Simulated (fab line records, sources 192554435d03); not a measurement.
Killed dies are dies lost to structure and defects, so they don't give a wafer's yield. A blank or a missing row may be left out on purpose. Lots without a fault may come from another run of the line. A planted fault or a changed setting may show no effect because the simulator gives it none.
fab line records | flow n5_finfet
record lots=6 wafers=18 last_day=17
route steps=1938 shown BEOL_M12@1612 PASSIVATION@1936
lots that met no fault: from a run of the same line without faults
start_h: hours from the record's first day to the start of the lot's first wafer shown | wait_h: hours since the lot's step before | " the same as in the row above | L1.1+2: a row that stands for several wafers | - no value, or no start given | * or withheld: withheld | < > ~ a bound
route shown NAME@n: a module of which the file shows steps, and the number in the route of the first | usual: mean/standard deviation of fault-free wafers | same: alike in all rows | chamber/n: place in a boat | sites: the reading at each site | _std_site: their standard deviation | _edge_site: outer sites' mean less inner sites' | radius_mm: how far each site lies from the wafer's centre | mask NAME#n: copy n | behind: the tool/chamber that last shaped the wafer | hold: why the lot was held/for how many hours/how that ended | device: the transistor (n, p or np) that didn't switch | end of line: the same wafers' tests at the end of the route | a step without rows: its recipe alone | killed: dies lost to structure and defects at the first sort, not the wafer's yield | map: a wafer's dies, x killed, . not, _ none there
set.NAME: the setting as run; set.NAME@STEP: as run at that earlier step | model.NAME: the simulator's own value behind a step, which no gauge read
lots at some steps of the route; a table a step, a row a wafer
services: from which hour (start_h, from the record's first day; less than 0 if before it) a tool's chamber was out of use, for how many hours, and why
## steps
# step N5_BEOL_M12_CD_MEAS_10
# recipe target_cd_nm=140 landing_energy_ev=500 detector=se_inlens polarity=opening
# usual cd_nm=141.0/2.5
# columns lot.wafer tool chamber start_h wait_h cd_nm
L495.2 cd_sem-03 0 259.13 - 138.1
L495.5 " 0 " " 135.7
L495.6 " 0 " " 139.2
L499.2 cd_sem-01 0 282.54 - 139.5
L499.3 " 0 " " 136.1
L499.4 " 0 " " 139.9
L506.3 cd_sem-02 0 334.40 - 140.9
L506.4 " 0 " " 139.2
L506.5 " 0 " " 137.4
L509.2 cd_sem-03 0 348.80 - 142.8
L509.5 " 0 " " 144.3
L509.6 " 0 " " 138.1
L512.1 cd_sem-02 0 357.27 - 143.6
L512.2 " 0 " " 141.4
L512.5 " 0 " " 144.8
L511.1 cd_sem-03 0 365.96 - 138.0
L511.3 " 0 " " 139.5
L511.5 " 0 " " 142.3
# step N5_BEOL_M12_OVL_MEAS_11
# recipe points_per_wafer=44
# usual V11_OVL=1/4.7
# columns lot.wafer tool chamber start_h wait_h V11_OVL[nm]
L495.2 overlay-02 0 259.16 0.0 -4
L495.5 " 0 " " -6
L495.6 " 0 " " 4
L499.2 overlay-01 0 282.56 0.0 -4
L499.3 " 0 " " -1
L499.4 " 0 " " -6
L506.3 overlay-02 0 334.42 0.0 -3
L506.4 " 0 " " 4
L506.5 " 0 " " 2
L509.2 overlay-01 0 348.83 0.0 -3
L509.5 " 0 " " 0
L509.6 " 0 " " -7
L512.1 overlay-01 0 357.30 0.0 -2
L512.2 " 0 " " -3
L512.5 " 0 " " 2
L511.1 overlay-02 0 365.99 0.0 -4
L511.3 " 0 " " -1
L511.5 " 0 " " 3
# step N5_BEOL_M12_INSPECT_12
# recipe mode=adi inspect_instrument=macro
# usual raw_defect_count=2.0/1.3
# columns lot.wafer tool chamber start_h wait_h raw_defect_count
L495.2 defect_inspect-01 - 259.19 0.0 4
L495.5 " - " " 1
L495.6 " - " " 1
L499.2 defect_inspect-01 - 282.59 0.0 1
L499.3 " - " " 1
L499.4 " - " " 4
L506.3 defect_inspect-01 - 334.45 0.0 2
L506.4 " - " " 1
L506.5 " - " " 1
L509.2 defect_inspect-02 - 348.85 0.0 2
L509.5 " - " " 4
L509.6 " - " " 2
L512.1 defect_inspect-02 - 357.32 0.0 1
L512.2 " - " " 4
L512.5 " - " " 1
L511.1 defect_inspect-01 - 366.02 0.0 0
L511.3 " - " " 3
L511.5 " - " " 2
# step N5_BEOL_M12_DESCUM_15
# recipe chemistry=O2 time_s=7.9 source_power_w=50 bias_power_w=20 pressure_mtorr=20 rf_frequency_hz=2.712e+07 temp_c=40 o2_flow_sccm=225
# usual drypump_motor_current_A=5.7/0.38 o2_flow_sccm=224.9/0.7 oes_product_au=0.80/0.083 rf_vpp_V=243.7/1.3 showerhead_plenum_p_Torr=2.13/0.064 throttle_valve_pct=20.38/0.29
# columns lot.wafer tool chamber start_h wait_h drypump_motor_current_A o2_flow_sccm oes_product_au rf_hours_counter_h rf_vpp_V showerhead_plenum_p_Torr throttle_valve_pct
L495.2 rie_diel-01 2 259.22 0.0 5.1 223.5 0.83 75 243.6 2.04 20.35
L495.5 " 2 " " 5.1 223.8 0.84 - 242.9 2.04 20.36
L495.6 " 1 " " 6.1 225.5 0.74 - 241.1 2.08 20.53
L499.2 rie_diel-02 3 282.65 0.1 6.4 224.4 0.77 119 242.3 2.09 20.22
L499.3 " 1 " " 5.9 224.7 0.88 30 244.4 2.20 20.06
L499.4 " 2 " " 5.3 225.0 0.83 - 246.7 2.21 20.50
L506.3 rie_diel-03 0 334.48 0.0 5.4 224.0 0.87 37 245.8 2.21 20.20
L506.4 " 1 " " 6.1 223.7 0.86 51 242.7 2.03 19.89
L506.5 " 2 " " 5.6 225.0 0.70 - 243.2 2.10 20.80
L509.2 rie_diel-02 0 348.89 0.0 5.1 224.6 0.90 18 244.1 2.21 20.18
L509.5 " 0 " " 5.0 224.5 0.91 - 245.7 2.21 20.18
L509.6 " 1 " " 5.9 225.7 0.84 - 245.6 2.19 20.09
L512.1 rie_diel-03 0 357.36 0.0 5.4 225.4 0.85 45 244.9 2.21 20.19
L512.2 " 3 " " 6.0 223.8 0.78 130 243.9 2.13 20.50
L512.5 " 3 " " 6.0 224.3 0.79 - 242.9 2.13 20.50
L511.1 rie_diel-01 0 366.05 0.0 5.8 224.1 0.65 246 244.2 2.14 20.52
L511.3 " 3 " " 5.8 225.4 0.93 14 243.7 2.15 20.57
L511.5 " 3 " " 5.8 225.7 0.93 - 244.6 2.15 20.58
# step N5_BEOL_M12_ETCH_59
# recipe chemistry=N2/H2 target=BARC target_depth_a=890 overetch_a=267 time_s=67.9 ion_energy_ev=200 pressure_mtorr=30 source_w=840 bias_w=150 n2_flow_sccm=200 h2_flow_sccm=200
# usual drypump_motor_current_A=5.7/0.38 oes_product_au=0.69/0.066 rf_vpp_V=525.1/2.5 showerhead_plenum_p_Torr=2.58/0.097 throttle_valve_pct=17.80/0.24
# columns lot.wafer tool chamber start_h wait_h drypump_motor_current_A oes_product_au rf_hours_counter_h rf_vpp_V showerhead_plenum_p_Torr throttle_valve_pct
L495.2 rie_diel-01 2 259.26 0.0 5.1 0.72 75 521.3 2.45 17.51
L495.5 " 2 " " 5.1 0.72 - 521.2 2.45 17.52
L495.6 " 1 " " 6.1 0.62 - 523.2 2.53 17.96
L499.2 rie_diel-02 3 282.68 0.0 6.4 0.68 119 523.2 2.57 17.90
L499.3 " 1 " " 5.9 0.77 30 527.9 2.71 17.68
L499.4 " 2 " " 5.3 0.72 - 528.6 2.70 18.05
L506.3 rie_diel-03 0 334.52 0.0 5.4 0.75 37 527.4 2.71 17.76
L506.4 " 1 " " 6.1 0.72 51 522.0 2.47 17.40
L506.5 " 2 " " 5.6 0.61 - 521.6 2.49 17.80
L509.2 rie_diel-02 0 348.92 0.0 5.1 0.77 18 529.3 2.72 17.79
L509.5 " 0 " " 5.1 0.76 - 529.1 2.72 17.79
L509.6 " 1 " " 5.9 0.73 - 525.7 2.70 17.71
L512.1 rie_diel-03 0 357.39 0.0 5.4 0.74 45 527.0 2.71 17.78
L512.2 " 3 " " 6.0 0.66 130 524.9 2.54 17.76
L512.5 " 3 " " 6.0 0.67 - 525.4 2.54 17.75
L511.1 rie_diel-01 0 366.09 0.0 5.8 0.58 246 524.8 2.62 18.03
L511.3 " 3 " " 5.8 0.79 14 525.5 2.60 17.99
L511.5 " 3 " " 5.8 0.80 - 526.2 2.60 18.01
# step N5_BEOL_M12_VIA_ETCH_16
# recipe chemistry=C4F8/O2/Ar target=SiOC pressure_mtorr=30 source_w=3000 bias_w=700 Ar_flow_sccm=400 C4F8_flow_sccm=15 O2_flow_sccm=8 he_inner_torr=15 he_outer_torr=30 target_depth_a=7248 time_s=withheld ion_energy_ev=250 ends=cleared
# usual C4F8_flow_sccm=14.99/0.044 drypump_motor_current_A=5.7/0.38 oes_product_au=0.73/0.076 rf_vpp_V=667/3.1 showerhead_plenum_p_Torr=3.47/0.11 throttle_valve_pct=24.1/0.32
# columns lot.wafer tool chamber start_h wait_h C4F8_flow_sccm drypump_motor_current_A oes_product_au rf_vpp_V showerhead_plenum_p_Torr throttle_valve_pct
L495.2 rie_diel-01 2 259.31 0.0 14.96 5.1 0.75 661 3.30 23.9
L495.5 " 2 " " 15.00 5.1 0.76 663 3.30 23.9
L495.6 " 1 " " 14.95 6.1 0.66 663 3.38 24.2
L499.2 rie_diel-02 3 282.73 0.0 15.01 6.4 0.71 666 3.49 24.3
L499.3 " 1 " " 15.01 5.9 0.81 672 3.59 23.9
L499.4 " 2 " " 15.08 5.3 0.76 671 3.64 24.5
L506.3 rie_diel-03 0 334.57 0.0 14.99 5.4 0.79 671 3.56 23.8
L506.4 " 1 " " 15.03 6.2 0.77 663 3.30 23.5
L506.5 " 2 " " 14.96 5.6 0.62 665 3.42 24.5
L509.2 rie_diel-02 0 348.97 0.0 15.01 5.1 0.81 671 3.60 24.0
L509.5 " 0 " " 15.02 5.1 0.80 671 3.60 24.0
L509.6 " 1 " " 14.93 5.9 0.77 670 3.58 24.0
L512.1 rie_diel-03 0 357.44 0.0 14.97 5.4 0.79 671 3.56 23.8
L512.2 " 3 " " 15.08 6.0 0.71 666 3.45 24.2
L512.5 " 3 " " 15.08 6.0 0.71 666 3.45 24.2
L511.1 rie_diel-01 0 366.14 0.0 14.95 5.8 0.60 668 3.50 24.3
L511.3 " 3 " " 14.89 5.8 0.85 668 3.49 24.4
L511.5 " 3 " " 14.96 5.8 0.84 668 3.49 24.3
# step N5_BEOL_M12_STRIP_63
# recipe chemistry=N2/H2 power_w=1000 temp_c=250 h2_frac=0.65 overash_fraction=0.3 pressure_mtorr=1000 n2_flow_sccm=1750 h2_flow_sccm=3250
# usual drypump_motor_current_A=5.6/0.48 heater_power_w=370/29 oes_product_au=0.693/0.0047 strip_time_to_endpoint_s=42.7/1.2
# columns lot.wafer tool chamber start_h wait_h drypump_motor_current_A heater_power_w oes_product_au rf_hours_counter_h strip_time_to_endpoint_s
L495.2 plasma_asher-02 0 259.51 - 5.7 342 0.685 126 41.9
L495.5 " 0 " " 5.7 342 0.694 - 41.0
L495.6 " 1 " " 6.3 354 0.692 - 43.4
L499.2 plasma_asher-01 0 283.01 - 4.9 417 0.697 76 42.9
L499.3 " 1 " " 5.5 360 0.696 - 43.2
L499.4 " 0 " " 5.0 415 0.688 - 41.8
L506.3 plasma_asher-01 1 334.81 - 5.5 365 0.693 - 43.2
L506.4 " 0 " " 4.9 409 0.684 - 41.5
L506.5 " 0 " " 5.0 413 0.694 - 42.3
L509.2 plasma_asher-02 0 349.17 - 5.7 347 0.700 144 44.5
L509.5 " 0 " " 5.7 348 0.690 - 42.8
L509.6 " 1 " " 6.3 368 0.701 - 42.8
L512.1 plasma_asher-01 1 357.64 - 5.5 361 0.691 92 44.1
L512.2 " 0 " " 4.9 421 0.697 92 43.9
L512.5 " 1 " " 5.4 360 0.685 - 43.3
L511.1 plasma_asher-02 0 366.34 - 5.7 344 0.694 148 44.3
L511.3 " 0 " " 5.7 338 0.688 - 41.8
L511.5 " 1 " " 6.3 353 0.694 - 41.1
# step N5_BEOL_M12_STRIP_64
# recipe chemistry=N2/H2 power_w=1000 temp_c=250 h2_frac=0.65 overash_fraction=0.3 pressure_mtorr=withheld n2_flow_sccm=1750 h2_flow_sccm=3250
# usual drypump_motor_current_A=5.6/0.48 heater_power_w=370/28 oes_product_au=0.715/0.0044 strip_time_to_endpoint_s=31.30/0.082
# columns lot.wafer tool chamber start_h wait_h drypump_motor_current_A heater_power_w oes_product_au rf_hours_counter_h strip_time_to_endpoint_s
L495.2 plasma_asher-02 0 259.57 0.0 5.7 343 0.712 126 31.31
L495.5 " 0 " " 5.7 334 0.718 - 31.29
L495.6 " 1 " " 6.3 366 0.713 - 31.22
L499.2 plasma_asher-01 0 283.07 0.0 5.0 415 0.718 76 31.40
L499.3 " 1 " " 5.5 363 0.715 - 31.33
L499.4 " 0 " " 5.0 412 0.724 - 31.35
L506.3 plasma_asher-01 1 334.87 0.0 5.5 349 0.711 - 31.20
L506.4 " 0 " " 5.0 416 0.712 - 31.28
L506.5 " 0 " " 5.0 417 0.716 - 31.25
L509.2 plasma_asher-02 0 349.23 0.0 5.7 339 0.714 144 31.26
L509.5 " 0 " " 5.7 340 0.718 - 31.35
L509.6 " 1 " " 6.3 356 0.714 - 31.34
L512.1 plasma_asher-01 1 357.70 0.0 5.5 368 0.713 92 31.27
L512.2 " 0 " " 5.0 418 0.717 92 31.23
L512.5 " 1 " " 5.5 362 0.711 - 31.17
L511.1 plasma_asher-02 0 366.40 0.0 5.7 335 0.708 148 31.26
L511.3 " 0 " " 5.7 336 0.718 - 31.21
L511.5 " 1 " " 6.3 364 0.709 - 31.34
# step N5_BEOL_M12_STRIP_71
# recipe chemistry=post_etch_residue_remover time_s=60 temp_c=25 remover_ph=withheld remover_water_wt_pct=withheld remover_fluoride_wt_pct=withheld
# step N5_BEOL_M12_SRD_72
# recipe time_s=30 temp_c=23 rinse_liquid=diw dry=n2_spin spin_rpm=1500 dry_time_s=30
# step N5_BEOL_M12_CD_MEAS_17
# recipe target_cd_nm=140 polarity=opening
# usual cd_nm=141/3.2
# columns lot.wafer tool chamber start_h wait_h cd_nm
L495.2 cd_sem-03 - 259.72 0.0 141
L495.5 " - " " 137
L495.6 " - " " 138
L499.2 cd_sem-01 - 283.22 0.0 140
L499.3 " - " " 137
L499.4 " - " " 140
L506.3 cd_sem-01 - 335.01 0.0 139
L506.4 " - " " 138
L506.5 " - " " 137
L509.2 cd_sem-02 - 349.38 0.0 144
L509.5 " - " " 145
L509.6 " - " " 140
L512.1 cd_sem-02 - 357.85 0.0 141
L512.2 " - " " 142
L512.5 " - " " 145
L511.1 cd_sem-02 - 366.54 0.0 135
L511.3 " - " " 139
L511.5 " - " " 142
# step N5_BEOL_M12_COAT_65
# recipe resist=SOC temp_c=250 time_s=60 spin_rpm=1500 resist_thk_nm=300
# step N5_BEOL_M12_COAT_66
# recipe resist=SiARC temp_c=220 time_s=60 spin_rpm=1500 resist_thk_nm=110
# usual heater_power_total_W=427.6/2 plate_temp_C=219.98/0.16
# columns lot.wafer tool chamber start_h wait_h heater_power_total_W plate_temp_C
L495.2 litho_track-02 0 259.75 - 429.9 220.25
L495.5 " 0 " " 430.4 219.83
L495.6 " 0 " " 425.4 220.02
L499.2 litho_track-04 0 283.26 - 429.9 220.03
L499.3 " 0 " " 428.5 219.85
L499.4 " 0 " " 429.1 219.92
L506.3 litho_track-04 0 335.05 - 444.5 226.40
L506.4 " 0 " " 441.3 226.18
L506.5 " 0 " " 446.3 226.54
L509.2 litho_track-04 0 349.42 - 440.9 226.42
L509.5 " 0 " " 444.4 226.36
L509.6 " 0 " " 443.0 226.35
L512.1 litho_track-02 0 357.89 - 428.8 219.93
L512.2 " 0 " " 431.0 219.84
L512.5 " 0 " " 428.6 220.18
L511.1 litho_track-01 0 366.58 - 430.7 219.91
L511.3 " 0 " " 429.4 220.09
L511.5 " 0 " " 430.3 220.13
# step N5_BEOL_M12_COAT_22
# recipe spin_rpm=2888 resist_thk_nm=300
# step N5_PASSIVATION_PROBE_49
# usual defect_limited_yield=91.5/1.5 killed_at_M0_to_M3=33/9.9 killed_at_M4_up=14/5.2 killed_at_contacts=11/5.2 killed_at_front_end=38/10 killed_at_other=4/3.5 killed_dies=100/18 killed_open=66/14 killed_short=32/6.9 sort_bin_5_function=5.0/1 sort_bin_6_memory=3.1/0.69 sort_bin_8_speed=0.03/0.26 sort_n_pass=1080/18 sort_yield_pct=91.5/1.5
# same gross_dies=1180 killed_at_back_side=0 sort_bin_4_leakage[%]=0
# columns lot.wafer tool chamber start_h wait_h defect_limited_yield[%] killed_at_M0_to_M3 killed_at_M4_up killed_at_contacts killed_at_front_end killed_at_other killed_dies killed_open killed_short sort_bin_5_function[%] sort_bin_6_memory[%] sort_bin_8_speed[%] sort_n_pass sort_yield_pct[%]
L499.2 prober-02 - 327.76 0.1 91.3 34 24 4 30 11 103 68 29 5.8 2.6 0 1077 91.3
L499.3 prober-02 - 327.81 0.1 91.1 28 16 16 42 3 105 73 30 4.7 4.0 0.08 1074 91.0
L499.4 prober-02 - 327.86 0.2 92.4 31 15 13 28 3 90 66 23 5.0 2.3 3.05 1054 89.3
L506.4 prober-01 - 375.20 0.2 91.1 35 16 15 32 7 105 71 30 6.4 2.4 0 1075 91.1
L506.5 prober-01 - 375.25 0.2 89.5 43 11 19 48 3 124 78 46 5.3 4.7 0 1056 89.5
L509.2 prober-01 - 387.19 0.1 95.2 17 7 4 27 2 57 33 21 3.1 1.4 0 1123 95.2
L509.5 prober-01 - 387.34 0.2 92.0 22 16 9 46 1 94 52 38 4.0 3.5 0 1086 92.0
L509.6 prober-01 - 387.39 0.3 91.5 28 20 6 39 7 100 65 27 4.8 2.9 0 1080 91.5
L511.3 prober-01 - 404.18 0.1 91.8 41 12 5 33 6 97 63 33 5.1 3.0 0 1083 91.8
L511.5 prober-01 - 404.28 0.2 89.3 33 24 15 46 8 126 89 36 6.1 4.1 0 1054 89.3
# killed by level:class
L499.2 BEOL_M0_SAQP:geometric_particle:open=12 BEOL_M4:geometric_particle:open=10 FIN_SAQP:geometric_particle:open=6 BEOL_M3:geometric_particle:open=6 DUMMY_GATE:geometric_particle:open=5 BEOL_M2:geometric_particle:open=5 PASSIVATION:area_etch=5 DUMMY_GATE:geometric_particle:short=4
L499.3 FIN_SAQP:geometric_particle:open=10 MOL_CONTACT_COAG:geometric_particle:open=10 BEOL_M2:geometric_particle:open=10 BEOL_M4:geometric_particle:open=10 FIN_SAQP:geometric_particle:short=9 BEOL_M0_SAQP:geometric_particle:open=7 MOL_CONTACT_COAG:geometric_particle:short=6 DUMMY_GATE:geometric_particle:open=5
L499.4 MOL_CONTACT_COAG:geometric_particle:open=12 DUMMY_GATE:geometric_particle:open=10 BEOL_M0_SAQP:geometric_particle:short=10 BEOL_M2:geometric_particle:open=8 STI_FIN_REVEAL:geometric_particle:open=6 BEOL_M4:geometric_particle:open=6 BEOL_M3:geometric_particle:open=4 GATE_CUT:geometric_particle:short=3
L506.4 BEOL_M0_SAQP:geometric_particle:open=12 MOL_CONTACT_COAG:geometric_particle:open=11 FIN_SAQP:geometric_particle:open=9 BEOL_M3:geometric_particle:open=8 FIN_SAQP:geometric_particle:short=7 STI_FIN_REVEAL:geometric_particle:open=5 BEOL_M0_SAQP:geometric_particle:short=5 BEOL_M1:geometric_particle:open=5
L506.5 FIN_SAQP:geometric_particle:open=17 BEOL_M0_SAQP:geometric_particle:short=17 MOL_CONTACT_COAG:geometric_particle:open=15 FIN_SAQP:geometric_particle:short=12 BEOL_M1:geometric_particle:open=10 BEOL_M4:geometric_particle:open=8 DUMMY_GATE:geometric_particle:open=6 BEOL_M3:geometric_particle:open=5
L509.2 BEOL_M2:geometric_particle:open=8 GATE_CUT:geometric_particle:short=6 FIN_SAQP:geometric_particle:short=5 FIN_SAQP:geometric_particle:open=4 DUMMY_GATE:geometric_particle:open=3 GATE_CUT:geometric_particle:open=3 MOL_CONTACT_COAG:geometric_particle:open=3 BEOL_M0_SAQP:geometric_particle:short=3
L509.5 FIN_SAQP:geometric_particle:short=10 BEOL_M1:geometric_particle:open=8 GATE_CUT:geometric_particle:short=7 MOL_CONTACT_COAG:geometric_particle:open=5 BEOL_M2:geometric_particle:open=5 BEOL_M4:geometric_particle:open=5 STARTING-WAFER:geometric_particle:open=5 GATE_CUT:geometric_particle:open=4
L509.6 BEOL_M2:geometric_particle:open=10 STI_FIN_REVEAL:geometric_particle:open=9 BEOL_M0_SAQP:geometric_particle:short=6 BEOL_M1:geometric_particle:open=5 MIM_TOP_ETCH:geometric_particle:open=4 DUMMY_GATE:geometric_particle:open=4 GATE_CUT:geometric_particle:short=4 MOL_CONTACT_COAG:geometric_particle:open=4
L511.3 BEOL_M0_SAQP:geometric_particle:short=9 BEOL_M2:geometric_particle:open=9 BEOL_M0_SAQP:geometric_particle:open=8 BEOL_M3:geometric_particle:open=6 FIN_SAQP:geometric_particle:open=5 STI_FIN_REVEAL:geometric_particle:open=5 DUMMY_GATE:geometric_particle:open=5 MOL_CONTACT_COAG:geometric_particle:open=5
L511.5 FIN_SAQP:geometric_particle:open=12 MOL_CONTACT_COAG:geometric_particle:open=12 BEOL_M0_SAQP:geometric_particle:open=12 BEOL_M3:geometric_particle:open=9 BEOL_M4:geometric_particle:open=8 BEOL_M0_SAQP:geometric_particle:short=7 FIN_SAQP:geometric_particle:short=6 STI_FIN_REVEAL:geometric_particle:open=5
## services
# columns tool chamber start_h hours kind
rie_diel-02 0 261.01 - clean
rie_diel-02 0 261.01 - consumable_replace:focus_ring
rie_diel-02 0 261.01 - consumable_replace:showerhead
rie_diel-01 0 265.24 2.7 repair
rie_diel-03 3 269.14 2.9 repair
rie_diel-03 0 276.55 9.1 repair
rie_diel-03 0 288.37 9.7 repair
rie_diel-02 - 297.79 0.4 repair
rie_diel-01 3 310.63 - clean
rie_diel-01 3 310.63 - consumable_replace:focus_ring
rie_diel-01 3 310.63 18.1 scheduled_down
rie_diel-01 3 310.63 18.1 vent_cycle
rie_diel-03 3 317.24 16.4 repair
rie_diel-02 0 318.32 7.6 repair
litho_track-01 - 331.80 - consumable_replace:filter
plasma_asher-02 - 344.06 1.2 repair
litho_track-04 - 349.46 - consumable_replace:filter
rie_diel-01 1 351.51 - clean
rie_diel-01 1 351.51 - consumable_replace:focus_ring
rie_diel-01 1 351.51 29.7 scheduled_down
rie_diel-01 1 351.51 29.7 vent_cycle
litho_track-02 - 356.71 - consumable_replace:filter
## key
first_sign step=N5_BEOL_M12_COAT_66 reading=plate_temp_C direction=up sigmas=41 usual=* struck=*
effect step=N5_BEOL_M12_COAT_66 reading=heater_power_total_W direction=up sigmas=7.7 usual=* struck=*
met_at N5_BEOL_M12_COAT_66
struck_wafers L506.3,L506.4,L506.5,L509.2,L509.5,L509.6
onset_between 283.26 335.05
fault kind=process_parameter_drift tool=litho_track-04 chamber=- onset_h=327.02 steps=N5_BEOL_M12_COAT_66 channel=temp_c offset=* shape=step end_h=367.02 acts_in=* stated=*
